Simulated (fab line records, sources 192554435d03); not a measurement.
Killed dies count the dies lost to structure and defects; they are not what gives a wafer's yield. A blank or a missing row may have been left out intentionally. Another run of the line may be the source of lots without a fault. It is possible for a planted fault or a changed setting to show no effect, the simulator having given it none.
Matching of chambers ; flow n5_finfet ; ald_sin-03 running N5_FIN_SAQP_SPACER2_ALD_28: 4 sister chambers
The step deposits SiO2, target thk 8.1 nm, pulse time 1 s, purge time 2 s. 8 wafers are shown with their chamber, then 11 later ones without.

## EACH WAFER AND ITS CHAMBER
wafer;chamber;heater_power_w (W);precursor_pulse_height_rel
L079.5;2;441;0.953
L083.3;1;429;1.031
L085.2;3;432;0.994
L085.6;2;453;0.979
L087.3;3;426;1.027
L088.4;1;432;1.015
L088.5;0;577;1.004
L089.2;0;573;1.009

## WAFERS MISSING THEIR CHAMBER
wafer;heater_power_w (W);precursor_pulse_height_rel
L089.3;467;1.004
L089.5;571;0.987
L091.1;428;0.994
L091.2;432;1.001
L091.3;569;0.985
L094.1;456;1.003
L094.5;432;0.993
L094.6;556;0.991
L095.2;561;0.990
L095.3;431;1.015
L095.4;459;1.021

## EACH ONE'S CHAMBER
wafer;from the rows above;in truth
L089.3;2;2
L089.5;0;0
L091.1;can't be placed: 3 or 1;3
L091.2;can't be placed: 3 or 1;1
L091.3;0;0
L094.1;2;2
L094.5;can't be placed: 3 or 1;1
L094.6;0;0
L095.2;0;0
L095.3;can't be placed: 3 or 1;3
L095.4;can't be placed: 2 or 1 or 3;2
Correctly placed: 6 of 11. Can't be placed from these rows: 5 (the true chamber is among the candidates in 5). 0 placed wrongly.
How it was worked out, from the rows above alone: a wafer's distance from a chamber is the root of the sum, over the readings, of the square of ((its reading less the chamber's mean) divided by the reading's scatter). The wafer belongs to the nearest chamber; if the next one is less than 2 further off, it can't be placed. Each chamber's mean is taken over the wafers shown for it. The scatter is the square root of a quotient: the sum, over the shown wafers, of each reading's squared deviation from its chamber's mean, divided by wafers minus chambers.
